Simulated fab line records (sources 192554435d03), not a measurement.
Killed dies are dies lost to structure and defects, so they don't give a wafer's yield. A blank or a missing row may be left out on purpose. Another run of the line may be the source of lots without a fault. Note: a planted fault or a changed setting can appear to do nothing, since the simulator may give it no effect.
fab line records	flow n5Finfet
record: lots: 5	wafers: 15	lastDay: 17
route steps=1938 shown BEOL_M5@1142 PASSIVATION@1936
lots with no fault: from the same line, run without faults
startH: hours from the record's opening day to when the first of the lot's shown wafers began	waitH: hours since the lot's step before	" identical to the entry in the row above	L1.1+2: several wafers, shown together as one row	- value missing, or start not given	* or withheld: withheld	< > ~ a bound
route shown NAME@n: NAME is a module with steps in the file, n the number in the route of the first one	usual: average and standard deviation across the fault-free wafers	same: alike in all rows	chamber/n: place in a boat	sites: the reading at each site	_std_site: the standard deviation of these	_edge_site: outer sites' mean less inner sites'	radiusMm: how far each site lies from the wafer's centre	mask NAME#n: copy n	behind: the tool/chamber that last shaped the wafer	hold: why the lot was held/for how many hours/how that ended	device: the n, p or np transistor that did not switch	end of line: the tests these same wafers got at the end of their route	a step with no rows: only its recipe	killed: not the wafer's yield, but the dies lost to structure and defects at the first sort	map: per-die view of a wafer (x killed, . not killed, _ where there is no die)
set.NAME: the setting as run; set.NAME@STEP: as run at that earlier step	model.NAME: the simulator's own value behind a step, which no gauge read
lots seen at some steps along the route; tables by step, rows by wafer
services: from which hour (startH, from the record's first day; less than 0 if before it) a tool's chamber was out of use, for how many hours, and why
== steps ==
step: N5_BEOL_M5_COAT_22
recipe: resist: CAR-EUV	spinRpm: 1500	resistThkNm: 30
step: N5_BEOL_M5_EBR_24
recipe: solvent: PGMEA	ebrWidthMm: 1.5
step: N5_BEOL_M5_SOFTBAKE_23
recipe: tempC: 110	timeS: 60	resist: CAR-EUV
step: N5_BEOL_M5_EXPOSE_25
recipe: maskId: V4	na: 0.33	sourceShape: quasar	sigmaInner: 0.2	sigmaOuter: 0.6	polarization: unpolarized	defocusNm: 10	doseMj: 52.75
step: N5_BEOL_M5_PEB_26
recipe: pebTempC: 100	pebTimeS: 60	resist: CAR-EUV
step: N5_BEOL_M5_DEVELOP_27
recipe: developTimeS: 30	developer: TMAH	resist: CAR-EUV	rinseLiquid: surfactantRinse	dry: airSpin	devTempC: 23
step: N5_BEOL_M5_CD_MEAS_28
recipe: targetCdNm: 30.6	landingEnergyEv: 500	detector: seInlens	targetCdYNm: 20	polarity: opening
usual: cdNm: 30.61/0.26
lot.wafer	tool	chamber	startH	waitH	cdNm
L620.1	cdSem-03	0	197.78	-	30.44
L620.4	"	0	"	"	30.69
L620.5	"	0	"	"	30.29
L622.1	cdSem-01	0	212.26	-	30.71
L622.4	"	0	"	"	30.42
L622.5	"	0	"	"	30.14
L633.1	cdSem-01	0	263.13	-	30.55
L633.4	"	0	"	"	30.32
L633.5	"	0	"	"	30.35
L636.3	cdSem-03	0	295.12	-	30.64
L636.5	"	0	"	"	30.86
L636.6	"	0	"	"	30.54
L637.2	cdSem-03	0	297.65	-	30.30
L637.4	"	0	"	"	30.65
L637.5	"	0	"	"	30.22
step: N5_BEOL_M5_OVL_MEAS_29
recipe: pointsPerWafer: 522
usual: V4_OVL: -0.2/0.68
lot.wafer	tool	chamber	startH	waitH	V4_OVL[nm]
L620.1	overlay-02	0	197.81	0.0	-0.5
L620.4	"	0	"	"	-0.5
L620.5	"	0	"	"	-0.7
L622.1	overlay-02	0	212.29	0.0	0.9
L622.4	"	0	"	"	-0.9
L622.5	"	0	"	"	0.4
L633.1	overlay-01	0	263.16	0.0	-0.3
L633.4	"	0	"	"	1.0
L633.5	"	0	"	"	-0.4
L636.3	overlay-01	0	295.16	0.0	0.0
L636.5	"	0	"	"	-0.1
L636.6	"	0	"	"	0.0
L637.2	overlay-01	0	297.69	0.0	0.9
L637.4	"	0	"	"	0.5
L637.5	"	0	"	"	1.0
step: N5_BEOL_M5_INSPECT_30
recipe: mode: adi	inspectInstrument: brightfield
usual: rawDefectCount: 378/82
lot.wafer	tool	chamber	startH	waitH	rawDefectCount
L620.1	defectInspect-01	-	197.86	0.1	270
L620.4	"	-	"	"	391
L620.5	"	-	"	"	437
L622.1	defectInspect-02	-	212.35	0.1	423
L622.4	"	-	"	"	460
L622.5	"	-	"	"	470
L633.1	defectInspect-01	-	263.22	0.1	377
L633.4	"	-	"	"	382
L633.5	"	-	"	"	366
L636.3	defectInspect-02	-	295.21	0.0	355
L636.5	"	-	"	"	310
L636.6	"	-	"	"	330
L637.2	defectInspect-01	-	297.74	0.0	511
L637.4	"	-	"	"	498
L637.5	"	-	"	"	480
step: N5_BEOL_M5_DESCUM_33
recipe: chemistry: O2	timeS: 7	sourcePowerW: 50	biasPowerW: 20	pressureMtorr: 20	rfFrequencyHz: 2.712e+07	tempC: 40	resist: CAR-EUV	o2FlowSccm: 225
step: N5_BEOL_M5_ETCH_75
recipe: chemistry: N2/H2	target: underlayer	targetDepthA: 65	maskMaterial: CAR-EUV	timeS: 5.2	ionEnergyEv: 200	pressureMtorr: 30	sourceW: 840	biasW: 150	n2FlowSccm: 200	h2FlowSccm: 200	ends: cleared
step: N5_BEOL_M5_ETCH_67
recipe: chemistry: CF4	target: SiARC	targetDepthA: 156	maskMaterial: CAR-EUV	timeS: 26	ionEnergyEv: 80	pressureMtorr: 40	sourceW: 545	biasW: 36	Ar_flow_sccm: 100	cf4FlowSccm: 100	ends: cleared
step: N5_BEOL_M5_ETCH_68
recipe: chemistry: N2/H2	target: SOC	targetDepthA: 800	overetchA: 160	maskMaterial: SiARC	tempC: 40	timeS: 120	ionEnergyEv: 200	pressureMtorr: 30	sourceW: 840	biasW: 150	n2FlowSccm: 200	h2FlowSccm: 200
usual: drypumpMotorCurrentA: 5.8/0.42	n2FlowSccm: 200.0/0.62	oesProductAu: 0.62/0.046	rfVppV: 524.3/2.8	showerheadPlenumPTorr: 2.56/0.091	throttleValvePct: 17.72/0.19
lot.wafer	tool	chamber	startH	waitH	drypumpMotorCurrentA	n2FlowSccm	oesProductAu	rfHoursCounterH	rfVppV	showerheadPlenumPTorr	throttleValvePct
L620.1	rieDiel-01	1	197.99	0.0	6.3	200.9	0.63	67	521.9	2.48	17.62
L620.4	"	1	"	"	6.3	199.8	0.64	-	520.4	2.48	17.63
L620.5	"	2	"	"	5.2	200.0	0.62	-	520.6	2.45	17.85
L622.1	rieDiel-04	0	212.47	0.0	5.1	200.1	0.57	166	521.9	2.51	17.59
L622.4	"	2	"	"	5.6	200.7	0.68	23	529.5	2.70	17.34
L622.5	"	2	"	"	5.6	198.9	0.68	-	530.3	2.70	17.33
L633.1	rieDiel-01	3	263.64	0.0	6.0	199.9	0.58	180	523.1	2.52	17.61
L633.4	"	0	"	"	6.0	200.1	0.55	208	526.8	2.62	17.82
L633.5	"	1	"	"	6.4	200.0	0.61	-	520.9	2.47	17.69
L636.3	rieDiel-04	0	295.32	0.0	5.1	200.3	0.56	192	523.8	2.50	17.65
L636.5	"	1	"	"	5.8	199.3	0.62	-	527.9	2.68	17.86
L636.6	"	2	"	"	5.6	200.7	0.65	-	528.8	2.69	17.35
L637.2	rieDiel-04	2	297.85	0.0	5.6	200.5	0.66	42	528.3	2.69	17.36
L637.4	"	3	"	"	5.7	200.5	0.66	35	530.1	2.68	17.51
L637.5	"	3	"	"	5.7	199.3	0.66	-	527.3	2.68	17.53
step: N5_BEOL_M5_STRIP_69
recipe: chemistry: N2/H2	tempC: 40	n2FlowSccm: 200	h2FlowSccm: 200	rfFrequencyHz: 6e+07
step: N5_BEOL_M5_STRIP_76
recipe: chemistry: N2/H2	tempC: 40	n2FlowSccm: 200	h2FlowSccm: 200	rfFrequencyHz: 6e+07
step: N5_BEOL_M5_VIA_ETCH_34
recipe: chemistry: C4F6/O2	target: SiCOH_lowk	targetDepthA: 883	maskMaterial: SOC	taperDeg: 4	timeS: 39.2	ionEnergyEv: 250	pressureMtorr: 30	sourceW: 345	biasW: 185	Ar_flow_sccm: 300	C4F6_flow_sccm: 10	O2_flow_sccm: 10
step: N5_BEOL_M5_STRIP_85
recipe: chemistry: C4F6/O2	resist: SiARC	rfFrequencyHz: 6e+07
step: N5_BEOL_M5_STRIP_36
recipe: chemistry: N2/H2	powerW: 450	tempC: 40	pressureMtorr: 20	rfFrequencyHz: 6e+07	overashFraction: 0.3	biasPowerW: 7	h2Frac: 0.5	n2FlowSccm: 200	h2FlowSccm: 200
usual: drypumpMotorCurrentA: 5.8/0.43	n2FlowSccm: 200.0/0.73	oesProductAu: 0.81/0.064	rfVppV: 59.0/1.5	showerheadPlenumPTorr: 2.55/0.091	throttleValvePct: 23.55/0.25
lot.wafer	tool	chamber	startH	waitH	drypumpMotorCurrentA	n2FlowSccm	oesProductAu	rfHoursCounterH	rfVppV	showerheadPlenumPTorr	throttleValvePct
L620.1	rieDiel-01	1	198.13	0.0	6.4	199.1	0.84	67	56.0	2.47	23.59
L620.4	"	1	"	"	6.4	200.1	0.83	-	55.2	2.47	23.63
L620.5	"	2	"	"	5.2	200.2	0.80	-	59.0	2.45	23.74
L622.1	rieDiel-04	0	212.61	0.0	5.1	201.2	0.75	166	59.5	2.51	23.33
L622.4	"	2	"	"	5.5	199.9	0.90	23	59.6	2.69	23.01
L622.5	"	2	"	"	5.6	199.9	0.90	-	58.2	2.69	23.05
L633.1	rieDiel-01	3	263.78	0.0	6.0	199.9	0.75	180	60.2	2.52	23.25
L633.4	"	0	"	"	6.1	200.6	0.71	208	60.4	2.62	23.69
L633.5	"	1	"	"	6.3	199.1	0.81	-	60.7	2.46	23.65
L636.3	rieDiel-04	0	295.47	0.0	5.1	199.7	0.74	192	56.1	2.50	23.34
L636.5	"	1	"	"	5.8	200.8	0.81	-	57.4	2.67	23.82
L636.6	"	2	"	"	5.6	200.1	0.88	-	56.9	2.69	23.06
L637.2	rieDiel-04	2	298.00	0.0	5.6	200.0	0.87	42	58.9	2.68	23.09
L637.4	"	3	"	"	5.7	199.8	0.87	35	58.9	2.68	23.39
L637.5	"	3	"	"	5.7	199.6	0.86	-	61.1	2.68	23.36
step: N5_BEOL_M5_TRENCH_ETCH_37
recipe: chemistry: C4F6/O2	targetDepthA: 716.52	target: SiCOH_lowk	timeS: 24.7	ionEnergyEv: 250	pressureMtorr: 30	sourceW: 345	biasW: 185	Ar_flow_sccm: 300	C4F6_flow_sccm: 10	O2_flow_sccm: 10
usual: C4F6_flow_sccm: 10.002/0.03	drypumpMotorCurrentA: 5.8/0.42	oesProductAu: 0.81/0.062	rfVppV: 661/13	showerheadPlenumPTorr: 2.87/0.089	throttleValvePct: 20.88/0.17
lot.wafer	tool	chamber	startH	waitH	C4F6_flow_sccm	drypumpMotorCurrentA	oesProductAu	rfHoursCounterH	rfVppV	showerheadPlenumPTorr	throttleValvePct
L620.1	rieDiel-01	1	-	-	9.977	6.3	0.83	67	647	2.78	20.68
L620.4	"	1	"	"	9.942	6.3	0.83	-	648	2.78	20.67
L620.5	"	2	"	"	9.992	5.1	0.80	-	651	2.77	21.09
L622.1	rieDiel-04	0	-	-	10.035	5.1	0.76	166	647	2.85	20.89
L622.4	"	2	"	"	10.001	5.6	0.89	23	678	3.02	20.58
L622.5	"	2	"	"	10.026	5.5	0.90	-	679	3.02	20.59
L633.1	rieDiel-01	3	-	-	9.990	6.0	0.74	180	661	2.86	20.95
L633.4	"	0	"	"	9.989	6.1	0.72	209	663	2.92	20.83
L633.5	"	1	"	"	9.987	6.4	0.81	-	649	2.77	20.72
L636.3	rieDiel-04	0	-	-	9.984	5.1	0.73	192	647	2.84	20.93
L636.5	"	1	"	"	9.997	5.8	0.81	-	666	2.98	20.96
L636.6	"	2	"	"	10.016	5.6	0.86	-	679	3.01	20.62
L637.2	rieDiel-04	2	-	-	9.954	5.6	0.86	42	679	3.01	20.62
L637.4	"	3	"	"	10.006	5.7	0.85	35	672	3.01	20.74
L637.5	"	3	"	"	10.015	5.7	0.87	-	671	3.01	20.72
step: N5_BEOL_M5_ETCH_41
recipe: chemistry: CH3F/O2	target: SiCN	targetDepthA: 315	taperDeg: 2	timeS: 56.7	ionEnergyEv: 120	maskMaterial: TiN	pressureMtorr: 30	sourceW: 395	biasW: 75	Ar_flow_sccm: 150	CH3F_flow_sccm: 30	O2_flow_sccm: 20
usual: drypumpMotorCurrentA: 5.8/0.42	oesProductAu: 0.81/0.062	rfVppV: 297.6/1.6	showerheadPlenumPTorr: 2.02/0.067	throttleValvePct: 16.27/0.17
lot.wafer	tool	chamber	startH	waitH	drypumpMotorCurrentA	oesProductAu	rfHoursCounterH	rfVppV	showerheadPlenumPTorr	throttleValvePct
L620.1	rieDiel-01	1	-	-	6.4	0.83	67	296.2	1.95	16.04
L620.4	"	1	"	"	6.3	0.83	-	296.4	1.95	16.03
L620.5	"	2	"	"	5.2	0.79	-	294.6	1.95	16.42
L622.1	rieDiel-04	0	-	-	5.1	0.75	166	298.1	2.00	16.31
L622.4	"	2	"	"	5.6	0.90	23	298.4	2.13	15.98
L622.5	"	2	"	"	5.6	0.90	-	298.9	2.13	15.98
L633.1	rieDiel-01	3	-	-	6.0	0.75	180	296.1	2.01	16.35
L633.4	"	0	"	"	6.0	0.72	209	298.8	2.06	16.29
L633.5	"	1	"	"	6.3	0.81	-	294.7	1.94	16.09
L636.3	rieDiel-04	0	-	-	5.1	0.73	192	296.8	1.99	16.36
L636.5	"	1	"	"	5.8	0.81	-	298.5	2.10	16.34
L636.6	"	2	"	"	5.6	0.86	-	299.7	2.12	16.01
L637.2	rieDiel-04	2	-	-	5.6	0.86	42	300.4	2.12	16.02
L637.4	"	3	"	"	5.7	0.88	36	298.8	2.12	16.12
L637.5	"	3	"	"	5.7	0.88	-	300.4	2.12	16.11
step: N5_BEOL_M5_STRIP_91
recipe: chemistry: N2/H2	timeS: 10	powerW: 450	tempC: 40	pressureMtorr: 20	rfFrequencyHz: 6e+07	biasPowerW: 7	n2FlowSccm: 200	h2FlowSccm: 200
step: N5_BEOL_M5_OCD_MEAS_38
usual: trenchDepthNm: 71.9/1.1
lot.wafer	tool	chamber	startH	waitH	trenchDepthNm
L620.1	ocd-01	-	198.33	-	71.8
L620.4	"	-	"	"	70.8
L620.5	"	-	"	"	71.0
L622.1	ocd-01	-	212.81	-	72.7
L622.4	"	-	"	"	72.2
L622.5	"	-	"	"	72.8
L633.1	ocd-02	-	263.98	-	70.2
L633.4	"	-	"	"	71.8
L633.5	"	-	"	"	71.6
L636.3	ocd-01	-	295.67	-	73.0
L636.5	"	-	"	"	71.5
L636.6	"	-	"	"	73.4
L637.2	ocd-01	-	298.19	-	73.5
L637.4	"	-	"	"	71.9
L637.5	"	-	"	"	72.8
step: N5_BEOL_M5_HM_STRIP_39
recipe: chemistry: peroxideTinStrip	material: TiN	targetDepthA: 250	tempC: 50	timeS: 158
step: N5_BEOL_M5_SRD_40
recipe: timeS: 30	tempC: 23	rinseLiquid: diw	dry: ipaMarangoni
step: N5_BEOL_M5_PRECLEAN_42
recipe: chemistry: residueRemover	timeS: 60	tempC: 40
step: N5_BEOL_M5_SRD_43
recipe: timeS: 30	tempC: 23	rinseLiquid: diw	dry: ipaMarangoni
step: N5_BEOL_M5_CD_MEAS_35
recipe: targetCdNm: 28	targetCdYNm: 24	polarity: opening
usual: cdNm: 28.1/0.37
lot.wafer	tool	chamber	startH	waitH	cdNm
L620.1	cdSem-02	-	198.48	0.0	27.9
L620.4	"	-	"	"	28.1
L620.5	"	-	"	"	28.5
L622.1	cdSem-01	-	212.96	0.0	28.2
L622.4	"	-	"	"	28.6
L622.5	"	-	"	"	28.2
L633.1	cdSem-02	-	264.13	0.0	28.7
L633.4	"	-	"	"	28.4
L633.5	"	-	"	"	28.4
L636.3	cdSem-01	-	295.82	0.0	27.2
L636.5	"	-	"	"	27.9
L636.6	"	-	"	"	27.9
L637.2	cdSem-03	-	298.35	0.0	27.8
L637.4	"	-	"	"	27.9
L637.5	"	-	"	"	27.7
step: N5_BEOL_M5_CURE_80
recipe: tempC: 370	timeS: 120	ambient: DMADMS/He	material: SiCOH_lowk
step: N5_BEOL_M5_DEGAS_44
recipe: ambient: vacuum	tempC: 250	timeS: 60
step: N5_BEOL_M5_PRE_CLEAN_45
recipe: gas: H2/He	timeS: 30	tempC: 250
step: N5_BEOL_M5_ALD_86
recipe: material: TaN	targetThkA: *	tempC: 275	aldPrecursorFamily: PDMAT	aldCoReactant: NH3	pressureTorr: 3	carrierFlowSccm: 1500	pulseTimeS: 2	purgeTimeS: 3	coReactantPurgeTimeS: 2	coReactantPulseTimeS: 3	aldCycles: 30	precursorVesselTempC: 75	precursorVesselPressureTorr: 26.25	precursorVesselCarrierSccm: 1000
step: N5_BEOL_M5_SURFACE_TREAT_87
recipe: gas: Ar	timeS: *	ionEnergyEv: *	ionCurrentMaCm2: 0.5	pressureMtorr: *	arFlowSccm: 30
step: N5_BEOL_M5_CVD_47
recipe: material: Co	targetThkA: 30	tempC: withheld	precursor: CCTBA/H2	pressureTorr: 30	timeS: 216
step: N5_BEOL_M5_SPUTTER_48
recipe: material: Cu	targetThkA: 150	tempC: -20	chamberPressurePa: 0.07	powerW: withheld	timeS: 27.62
step: N5_BEOL_M5_ANNEAL_49
recipe: tempC: 400	timeS: 1800	ambient: vacuum
step: N5_BEOL_M5_SPUTTER_81
recipe: material: Cu	targetThkA: 150	tempC: -20	chamberPressurePa: 0.07	powerW: withheld	timeS: 27.62
step: N5_BEOL_M5_ANNEAL_82
recipe: tempC: 400	timeS: 1800	ambient: vacuum
step: N5_BEOL_M5_SPUTTER_83
recipe: material: Cu	targetThkA: 150	tempC: -20	chamberPressurePa: 0.07	powerW: withheld	timeS: 27.62
step: N5_BEOL_M5_ANNEAL_84
recipe: tempC: 400	timeS: 1800	ambient: vacuum
usual: heaterPowerW: 800/92	susceptorTempC: 400.00/0.21
lot.wafer	tool	chamber	startH	waitH	heaterPowerW	susceptorTempC
L620.1	pvdSputter-03	-	203.49	0.0	989	399.81
L620.4	"	-	"	"	839	399.95
L620.5	"	-	"	"	670	400.23
L622.1	pvdSputter-03	-	216.64	0.0	977	400.15
L622.4	"	-	"	"	660	399.93
L622.5	"	-	"	"	836	399.82
L633.1	pvdSputter-02	-	268.46	0.0	912	400.17
L633.4	"	-	"	"	673	400.07
L633.5	"	-	"	"	688	399.69
L636.3	pvdSputter-03	-	299.53	0.0	960	399.70
L636.5	"	-	"	"	857	399.83
L636.6	"	-	"	"	681	399.71
L637.2	pvdSputter-01	-	301.81	0.0	801	400.02
L637.4	"	-	"	"	768	399.93
L637.5	"	-	"	"	795	399.65
step: N5_BEOL_M5_SPUTTER_88
recipe: material: Cu	targetThkA: 150	tempC: -20	chamberPressurePa: 0.07	powerW: withheld	timeS: 27.62
step: N5_BEOL_M5_ANNEAL_89
recipe: tempC: 400	timeS: 1800	ambient: vacuum
usual: heaterPowerW: 803/92	susceptorTempC: 400.00/0.22
lot.wafer	tool	chamber	startH	waitH	heaterPowerW	susceptorTempC
L620.1	pvdSputter-03	-	204.57	0.0	946	399.91
L620.4	"	-	"	"	875	400.49
L620.5	"	-	"	"	674	400.04
L622.1	pvdSputter-03	-	217.73	0.0	962	399.99
L622.4	"	-	"	"	675	400.01
L622.5	"	-	"	"	865	400.10
L633.1	pvdSputter-02	-	269.54	0.0	949	400.12
L633.4	"	-	"	"	681	400.02
L633.5	"	-	"	"	674	400.01
L636.3	pvdSputter-03	-	300.61	0.0	950	400.15
L636.5	"	-	"	"	847	400.06
L636.6	"	-	"	"	670	400.12
L637.2	pvdSputter-01	-	302.90	0.0	811	400.34
L637.4	"	-	"	"	787	399.97
L637.5	"	-	"	"	802	400.11
step: N5_BEOL_M5_SPUTTER_90
recipe: material: Cu	targetThkA: 45	tempC: -20	chamberPressurePa: 0.07	powerW: withheld	timeS: 8.29
step: N5_PASSIVATION_PROBE_49
usual: defectLimitedYield: 91.4/1.5	killed_at_M0_to_M3: 34/12	killed_at_M4_up: 12/4.9	killedAtContacts: 13/7.2	killedAtFrontEnd: 39/12	killedAtOther: 3.7/2.9	killedDies: 101/18	killedOnRim: 13/4	killedOpen: 67/14	killedShort: 33/7.2	sort_bin_5_function: 5.1/0.97	sort_bin_6_memory: 3.2/0.67	sortNPass: 1079/17	sortYieldPct: 91.4/1.5
same: grossDies: 1180	killedAtBackSide: 0	sort_bin_4_leakage[%]: 0	sort_bin_8_speed[%]: 0
lot.wafer	tool	chamber	startH	waitH	defectLimitedYield[%]	killed_at_M0_to_M3	killed_at_M4_up	killedAtContacts	killedAtFrontEnd	killedAtOther	killedDies	killedOnRim	killedOpen	killedShort	sort_bin_5_function[%]	sort_bin_6_memory[%]	sortNPass	sortYieldPct[%]
L620.1	prober-01	-	299.28	0.0	91.6	23	16	7	48	5	99	6	53	42	4.7	3.1	1081	91.6
L620.4	prober-01	-	299.43	0.2	91.1	20	14	7	57	7	105	12	65	40	4.7	3.8	1075	91.1
L620.5	prober-01	-	299.48	0.2	92.7	14	9	24	35	4	86	10	63	23	4.3	2.7	1094	92.7
L622.1	prober-01	-	309.07	0.0	90.9	40	23	3	39	2	107	15	71	36	5.1	3.7	1073	90.9
L622.4	prober-01	-	309.22	0.2	91.4	25	17	11	47	2	102	14	67	35	5.1	3.4	1078	91.4
L622.5	prober-01	-	309.27	0.2	90.2	28	17	15	55	1	116	14	71	45	5.9	3.5	1064	90.2
L633.1	prober-01	-	363.44	0.0	85.1	45	91	4	35	1	176	25	69	25	9.5	4.4	1004	85.1
L636.3	prober-01	-	393.26	0.1	93.7	25	12	11	25	1	74	8	44	26	3.8	2.4	1106	93.7
L636.5	prober-01	-	393.36	0.2	90.8	31	15	6	51	5	108	12	72	36	5.4	3.6	1072	90.8
L636.6	prober-01	-	393.41	0.3	93.4	29	8	7	29	5	78	5	49	27	3.8	2.7	1102	93.4
L637.2	prober-01	-	398.19	0.2	90.3	32	16	14	52	0	114	17	79	32	5.3	3.8	1066	90.3
L637.4	prober-01	-	398.29	0.3	91.9	32	10	12	42	0	96	15	68	27	4.9	3.0	1084	91.9
L637.5	prober-01	-	398.34	0.3	89.2	35	13	19	58	2	127	11	86	39	6.2	4.3	1053	89.2
killed by level:class
L620.1 FIN_SAQP:geometricParticle:short=19 FIN_SAQP:geometricParticle:open=10 BEOL_M1:geometricParticle:short=8 MOL_CONTACT_COAG:geometricParticle:open=7 BEOL_M4:geometricParticle:open=5 ILD0:geometricParticle:open=5 DUMMY_GATE:geometricParticle:open=4 BEOL_M2:geometricParticle:open=4
L620.4 FIN_SAQP:geometricParticle:open=19 STI_FIN_REVEAL:geometricParticle:open=9 ILD0:geometricParticle:short=9 FIN_SAQP:geometricParticle:short=8 BEOL_M4:geometricParticle:open=8 BEOL_M0_SAQP:geometricParticle:short=5 STI_FIN_REVEAL:geometricParticle:short=4 MOL_CONTACT_COAG:geometricParticle:open=4
L620.5 MOL_CONTACT_COAG:geometricParticle:open=20 FIN_SAQP:geometricParticle:open=12 STI_FIN_REVEAL:geometricParticle:open=8 FIN_SAQP:geometricParticle:short=4 GATE_CUT:geometricParticle:short=4 MOL_CONTACT_COAG:geometricParticle:short=4 BEOL_M4:geometricParticle:open=4 BEOL_M0_SAQP:geometricParticle:short=3
L622.1 BEOL_M3:geometricParticle:open=14 BEOL_M4:geometricParticle:open=9 GATE_CUT:geometricParticle:short=8 FIN_SAQP:geometricParticle:open=7 STI_FIN_REVEAL:geometricParticle:open=7 BEOL_M0_SAQP:geometricParticle:short=6 BEOL_M2:geometricParticle:open=6 FIN_SAQP:geometricParticle:short=5
L622.4 GATE_CUT:geometricParticle:short=12 MOL_CONTACT_COAG:geometricParticle:open=10 BEOL_M3:geometricParticle:open=9 STI_FIN_REVEAL:geometricParticle:open=7 FIN_SAQP:geometricParticle:open=6 BEOL_M6:geometricParticle:open=6 FIN_SAQP:geometricParticle:short=5 BEOL_M2:geometricParticle:open=5
L622.5 STI_FIN_REVEAL:geometricParticle:open=14 BEOL_M4:geometricParticle:open=11 GATE_CUT:geometricParticle:short=10 BEOL_M0_SAQP:geometricParticle:short=10 MOL_CONTACT_COAG:geometricParticle:open=8 MOL_CONTACT_COAG:geometricParticle:short=7 DUMMY_GATE:geometricParticle:open=6 BEOL_M2:geometricParticle:open=6
L633.1 BEOL_M5:unspecified=80 BEOL_M1:geometricParticle:open=14 STI_FIN_REVEAL:geometricParticle:open=12 FIN_SAQP:geometricParticle:open=10 BEOL_M0_SAQP:geometricParticle:open=8 BEOL_M2:geometricParticle:short=6 BEOL_M0_SAQP:geometricParticle:short=5 BEOL_M3:geometricParticle:open=5
L636.3 MOL_CONTACT_COAG:geometricParticle:open=9 BEOL_M1:geometricParticle:open=6 BEOL_M0_SAQP:geometricParticle:open=5 BEOL_M4:geometricParticle:open=5 STI_FIN_REVEAL:geometricParticle:open=4 ILD0:geometricParticle:short=4 GATE_CUT:geometricParticle:short=4 BEOL_M0_SAQP:geometricParticle:short=4
L636.5 BEOL_M3:geometricParticle:open=11 BEOL_M4:geometricParticle:open=10 FIN_SAQP:geometricParticle:short=9 STI_FIN_REVEAL:geometricParticle:open=8 FIN_SAQP:geometricParticle:open=6 STARTING-WAFER:geometricParticle:open=5 ILD0:geometricParticle:short=4 MOL_CONTACT_COAG:geometricParticle:open=4
L636.6 BEOL_M1:geometricParticle:open=9 MOL_CONTACT_COAG:geometricParticle:open=7 BEOL_M2:geometricParticle:open=6 FIN_SAQP:geometricParticle:open=5 STI_FIN_REVEAL:geometricParticle:open=5 BEOL_M1:geometricParticle:short=5 FIN_SAQP:geometricParticle:short=3 ILD0:geometricParticle:short=3
L637.2 FIN_SAQP:geometricParticle:open=16 FIN_SAQP:geometricParticle:short=14 MOL_CONTACT_COAG:geometricParticle:open=13 BEOL_M1:geometricParticle:open=9 BEOL_M4:geometricParticle:open=7 DUMMY_GATE:geometricParticle:open=6 BEOL_M0_SAQP:geometricParticle:open=6 STI_FIN_REVEAL:geometricParticle:open=5
L637.4 FIN_SAQP:geometricParticle:open=17 FIN_SAQP:geometricParticle:short=11 BEOL_M1:geometricParticle:open=10 MOL_CONTACT_COAG:geometricParticle:open=9 BEOL_M0_SAQP:geometricParticle:open=6 ILD0:geometricParticle:open=4 BEOL_M0_SAQP:geometricParticle:short=4 BEOL_M2:geometricParticle:open=4
L637.5 FIN_SAQP:geometricParticle:open=14 MOL_CONTACT_COAG:geometricParticle:open=14 FIN_SAQP:geometricParticle:short=12 BEOL_M0_SAQP:geometricParticle:open=9 BEOL_M2:geometricParticle:open=7 BEOL_M1:geometricParticle:open=6 STI_FIN_REVEAL:geometricParticle:open=5 MOL_CONTACT_COAG:geometricParticle:short=5
map L633.1 (x killed, . not)
_________________...x....x...________________
______________..x...........x..._____________
___________........................__________
__________...x..x........x..x......._________
________................x...x........._______
_______.............x...x..............______
______x............x.....x........x....._____
_____.x.x................................____
____.x........x..x........x.....x........x___
___xxxxxx.........x............x...........__
___xxxxxxx...x.x...................x.......__
__xxxxxxxxx................................._
__xxxxxxxx.x.x.............................._
_xxxxxxxxxx................x....x...x........
_xxxxxxxx.................x.......x..........
_xxxxxxxxx.x....x............x......x........
_xxxxxxx.x............x..x...........x.......
_xxx.xx..xx...x..............x..x....x.......
_..x..xx............x.....x......x..........x
_.....x.xxx..................................
_x.....x.x......x..xx....x....x..............
__.....x............x...x...........x......._
__x........x....x...............x..x.....x.._
___............x....x......x.............x.__
___......................xx................__
____..xx...x.x............................___
_____....x......................x........____
______........x.x.............x........._____
_______.........x........x.............______
________...........x.x.........x......_______
__________.........................._________
___________x...x..........x.......x__________
______________.......xx.x.x....._____________
_________________............________________
map L620.4 (x killed, . not)
_________________..x.........________________
______________....x.x..........._____________
___________........................__________
__________...........x...........x.._________
________.........x...................._______
_______.x..................x.....x.....______
______............x..............x......_____
_____xx........x...............x.........____
____...x............x..x..x...............___
___x..............x............x.x...x.....__
___.x............................x.....x...__
__......................x..x..........x.x..._
__....x...........x..............x.........._
_...x...............................x....x...
_...x.......x.xx.......x...................x.
_...........x....x..........x......x...x.....
_...x.x..x....................x.x.........x..
_.......x..x...................x....x...x...x
_...x.......................x.............x..
_x.........x..x........................x.....
_.x.x................x......x.............x..
__....................x....................._
__...................x.............x..x....._
___..........x...................x.........__
___.......................x.............x..__
____.....x.................x.x............___
_____.....x..xx..x..x....................____
______........x...............x........._____
_______..................x.x...........______
________...xxxx......................._______
__________.............x............_________
___________..x.x...................__________
______________...x.......xxx...._____________
_________________.....x..x...________________
== services ==
tool	chamber	startH	hours	kind
rieDiel-04	3	176.15	-	clean
rieDiel-04	3	176.15	-	consumableReplace:focusRing
rieDiel-04	3	176.15	-	consumableReplace:showerhead
rieDiel-04	3	176.15	12.3	scheduledDown
rieDiel-04	3	176.15	12.3	ventCycle
rieDiel-04	0	202.29	6.5	repair
rieDiel-04	2	233.69	4.1	repair
rieDiel-04	2	252.40	19.3	repair
== key ==
firstSign: step: N5_PASSIVATION_PROBE_49	reading: killed_at_M4_up	direction: up	sigmas: 16	usual: 12	struck: 91
effect: step: N5_PASSIVATION_PROBE_49	reading: killedDies	direction: up	sigmas: 4.3	usual: 101	struck: 176
moreKillsBornAt: N5_BEOL_M5_ETCH_68@rieDiel-01: 80
metAt N5_BEOL_M5_ETCH_68
struckWafers L633.1
fault: kind: chamberParticleSource	tool: rieDiel-01	chamber: 3	onsetH: 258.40	steps: N5_BEOL_M5_ETCH_68	ratePerVisitCm2: 0.53812	endH: 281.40
